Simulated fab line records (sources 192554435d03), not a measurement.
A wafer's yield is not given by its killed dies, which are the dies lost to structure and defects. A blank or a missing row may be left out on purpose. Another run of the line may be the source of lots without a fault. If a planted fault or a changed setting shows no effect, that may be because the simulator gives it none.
Which of the tools did it? -- flow n5-finfet -- 10 lots, 30 wafers sampled, at 3 steps of a route of 1938

WHAT EACH GAUGE READ, for each wafer
N5_BEOL_M4_RC_MEAS_101.
lot,measured,on,CJ_N
L714,day 8 01:25,prober-02,4.33 4.31 4.36
L715,day 8 09:25,prober-02,4.28 4.44 4.32
L716,day 8 23:57,prober-01,3.46 3.49 3.47
L717,day 9 00:14,prober-02,3.55 3.47 3.48
L719,day 9 06:33,prober-02,3.62 3.40 3.53
L728,day 11 09:40,prober-02,4.40 4.45 4.25
L730,day 12 05:17,prober-02,4.36 4.34 4.43
L731,day 12 11:53,prober-01,4.34 4.35 4.33
L733,day 13 01:37,prober-01,4.39 4.37 4.28
L734,day 12 21:25,prober-02,4.35 4.51 4.37

WHICH TOOL RAN EACH LOT (tool, then ch and the chambers of the sampled wafers, then the start)
lot,N5_WELL_APT_EPI_41,N5_BEOL_M4_ANNEAL_51
L714,"epi-rpcvd-01 ch 0, day 1 16:16","rtp-anneal-02 ch 0, day 8 00:29"
L715,"epi-rpcvd-01 ch 0, day 1 22:23","rtp-anneal-02 ch 0, day 8 08:30"
L716,"epi-rpcvd-01 ch 0, day 2 04:39","rtp-anneal-01 ch 0, day 8 23:02"
L717,"epi-rpcvd-01 ch 0, day 2 10:32","rtp-anneal-02 ch 0, day 8 23:11"
L719,"epi-rpcvd-01 ch 0, day 2 22:20","rtp-anneal-02 ch 0, day 9 05:37"
L728,"epi-rpcvd-04 ch 0, day 5 04:03","rtp-anneal-02 ch 0, day 11 08:39"
L730,"epi-rpcvd-01 ch 0, day 5 16:38","rtp-anneal-01 ch 0, day 12 04:23"
L731,"epi-rpcvd-01 ch 0, day 5 22:26","rtp-anneal-01 ch 0, day 12 10:55"
L733,"epi-rpcvd-01 ch 0, day 6 10:19","rtp-anneal-02 ch 0, day 13 00:29"
L734,"epi-rpcvd-04 ch 0, day 6 16:26","rtp-anneal-02 ch 0, day 12 20:24"
- N5_WELL_APT_EPI_41: deposits Si from SiH4/H2, target thk 50 nm, time 297.7 s.
- N5_BEOL_M4_ANNEAL_51: time 90 s.

THE ANSWER, worked out from the rows above alone
Rule: usual is defined by the lots themselves. The widest of any qualifying gaps counts: lots, ordered by their means at a reading, are off when they make up no more than a third of the lots, leave a main group of 4 or more, and stand apart from it by 3 or more times the standard deviation of that group's means. A main group whose means are all the same, to the digits that the tables above print for the reading, isn't used. Also off: a lot with no number at a reading for which 4 or more lots have one. The other lots that the step has rows for count as sound.
Off: at N5_BEOL_M4_RC_MEAS_101 (CJ_N), L716, L717, L719. The main group has a mean of 4.36 with a standard deviation of 0.025.
If a tool, at a process step before that reading, ran all the lots that are off and no sound lot after the first of them, it fits. Gauges at N5_BEOL_M4_RC_MEAS_101: tried the same way as those tools. Of those tried, none fits.

WHAT WAS PUT IN BY THE SIMULATOR
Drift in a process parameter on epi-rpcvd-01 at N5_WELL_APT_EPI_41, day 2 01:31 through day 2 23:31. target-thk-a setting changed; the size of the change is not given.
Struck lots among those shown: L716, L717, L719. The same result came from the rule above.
